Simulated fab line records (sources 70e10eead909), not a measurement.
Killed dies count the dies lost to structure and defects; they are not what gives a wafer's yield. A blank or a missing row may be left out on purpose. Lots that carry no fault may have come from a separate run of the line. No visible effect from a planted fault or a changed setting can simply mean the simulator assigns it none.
Chamber matching / flow nand_harc / pecvd-02 running NHARC_A_M1_PRE_CLEAN_32: 3 sister chambers
The step time 12 s. 14 wafers are shown with their chamber, then 7 later ones without.

WAFERS PAIRED WITH THEIR CHAMBERS
wafer=L629.1; chamber=0; heater_power_w (W)=707
wafer=L629.2; chamber=1; heater_power_w (W)=615
wafer=L629.6; chamber=0; heater_power_w (W)=693
wafer=L631.2; chamber=2; heater_power_w (W)=642
wafer=L631.3; chamber=0; heater_power_w (W)=687
wafer=L631.6; chamber=1; heater_power_w (W)=586
wafer=L632.2; chamber=1; heater_power_w (W)=601
wafer=L632.3; chamber=0; heater_power_w (W)=651
wafer=L632.4; chamber=2; heater_power_w (W)=583
wafer=L639.1; chamber=1; heater_power_w (W)=515
wafer=L639.2; chamber=0; heater_power_w (W)=726
wafer=L639.3; chamber=2; heater_power_w (W)=627
wafer=L645.1; chamber=2; heater_power_w (W)=632
wafer=L645.3; chamber=1; heater_power_w (W)=595

SIGNATURES (averages over the wafers above)
reading=heater_power_w; chamber 0=692.80; chamber 1=582.40; chamber 2=621.00; scatter within a chamber=32
Rule: for each reading, subtract the chamber's mean from the wafer's reading, divide by that reading's scatter and square the result; add these up over the readings and take the root, which gives the wafer's distance from the chamber. The wafer belongs to the nearest chamber; if the next one is less than 2 further off, it can't be placed. The scatter: the root of (the sum of the squares of (reading less its chamber's mean) over the shown wafers, divided by (wafers less chambers)).

WAFERS WITHOUT THEIR CHAMBER
wafer=L645.4; heater_power_w (W)=737
wafer=L648.1; heater_power_w (W)=620
wafer=L648.2; heater_power_w (W)=707
wafer=L648.3; heater_power_w (W)=583
wafer=L649.1; heater_power_w (W)=577
wafer=L649.3; heater_power_w (W)=616
wafer=L649.4; heater_power_w (W)=719

EACH ONE'S CHAMBER
wafer=L645.4; from the rows above=0; in truth=0
wafer=L648.1; from the rows above=can't be placed: 2 or 1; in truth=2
wafer=L648.2; from the rows above=0; in truth=0
wafer=L648.3; from the rows above=can't be placed: 1 or 2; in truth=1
wafer=L649.1; from the rows above=can't be placed: 1 or 2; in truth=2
wafer=L649.3; from the rows above=can't be placed: 2 or 1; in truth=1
wafer=L649.4; from the rows above=0; in truth=0
Correctly placed: 3 of 7. Can't be placed from these rows: 4 (the true chamber is among the candidates in 4). 0 placed wrongly.
